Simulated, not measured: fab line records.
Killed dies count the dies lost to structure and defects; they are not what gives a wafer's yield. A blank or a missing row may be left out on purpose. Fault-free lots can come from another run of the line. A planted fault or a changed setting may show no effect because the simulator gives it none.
Chamber matching | flow n5Finfet | N5_DUMMY_GATE_STRIP_40 on rieDiel-03 has 4 sister chambers
The step strips in CF4. 18 wafers are shown with their chamber, then 9 later ones without.

== WAFERS WITH THEIR CHAMBER ==
wafer  | chamber | showerheadPlenumPTorr (Torr) | oesProductAu (a.u.) | throttleValvePct (%)
L079.1 | 1       | 1.85                         | 0.75                | 13.44
L079.4 | 0       | 1.86                         | 0.72                | 13.55
L079.6 | 1       | 1.86                         | 0.74                | 13.44
L080.1 | 3       | 1.68                         | 0.79                | 13.38
L080.3 | 1       | 1.85                         | 0.75                | 13.43
L080.6 | 3       | 1.68                         | 0.79                | 13.39
L082.1 | 2       | 1.87                         | 0.77                | 13.45
L082.4 | 0       | 1.86                         | 0.71                | 13.56
L082.6 | 1       | 1.85                         | 0.74                | 13.44
L083.1 | 2       | 1.87                         | 0.76                | 13.46
L083.2 | 0       | 1.86                         | 0.71                | 13.57
L083.4 | 0       | 1.86                         | 0.72                | 13.57
L086.1 | 2       | 1.86                         | 0.76                | 13.51
L086.2 | 3       | 1.68                         | 0.78                | 13.42
L086.4 | 2       | 1.86                         | 0.76                | 13.48
L090.1 | 0       | 1.85                         | 0.70                | 13.62
L090.3 | 2       | 1.86                         | 0.76                | 13.52
L090.6 | 0       | 1.85                         | 0.70                | 13.60

SIGNATURES, as means of the wafers listed above
reading               | chamber 0 | chamber 1 | chamber 2 | chamber 3 | scatter within a chamber
showerheadPlenumPTorr | 1.8567    | 1.8525    | 1.8640    | 1.6800    | 0.00484
oesProductAu          | 0.7100    | 0.7450    | 0.7620    | 0.7867    | 0.0068
throttleValvePct      | 13.5783   | 13.4375   | 13.4840   | 13.3967   | 0.0241
Rule: for each reading, subtract the chamber's mean from the wafer's reading, divide by that reading's scatter and square the result; add these up over the readings and take the root, which gives the wafer's distance from the chamber. The wafer belongs to the nearest chamber; if the next one is less than 2 further off, it can't be placed. The scatter: take each reading less its chamber's mean, square it, sum over the shown wafers, divide by the number of wafers less the number of chambers, and take the root.

== WAFERS WITHOUT THEIR CHAMBER ==
wafer  | showerheadPlenumPTorr (Torr) | oesProductAu (a.u.) | throttleValvePct (%)
L093.1 | 1.85                         | 0.71                | 13.63
L093.4 | 1.85                         | 0.75                | 13.46
L093.5 | 1.86                         | 0.75                | 13.52
L094.2 | 1.85                         | 0.73                | 13.47
L094.3 | 1.68                         | 0.77                | 13.46
L094.4 | 1.85                         | 0.70                | 13.63
L096.2 | 1.68                         | 0.77                | 13.46
L096.3 | 1.85                         | 0.70                | 13.63
L096.6 | 1.86                         | 0.75                | 13.52

== WHICH CHAMBER EACH ONE RAN IN ==
wafer  | from the rows above     | in truth
L093.1 | 0                       | 0
L093.4 | 1                       | 1
L093.5 | can't be placed: 2 or 1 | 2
L094.2 | 1                       | 1
L094.3 | 3                       | 3
L094.4 | 0                       | 0
L096.2 | 3                       | 3
L096.3 | 0                       | 0
L096.6 | can't be placed: 2 or 1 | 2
Correct placement for 7 of the 9. Unplaceable from these rows: 2, with the true chamber sitting among the candidates in 2. Wrongly placed: 0.
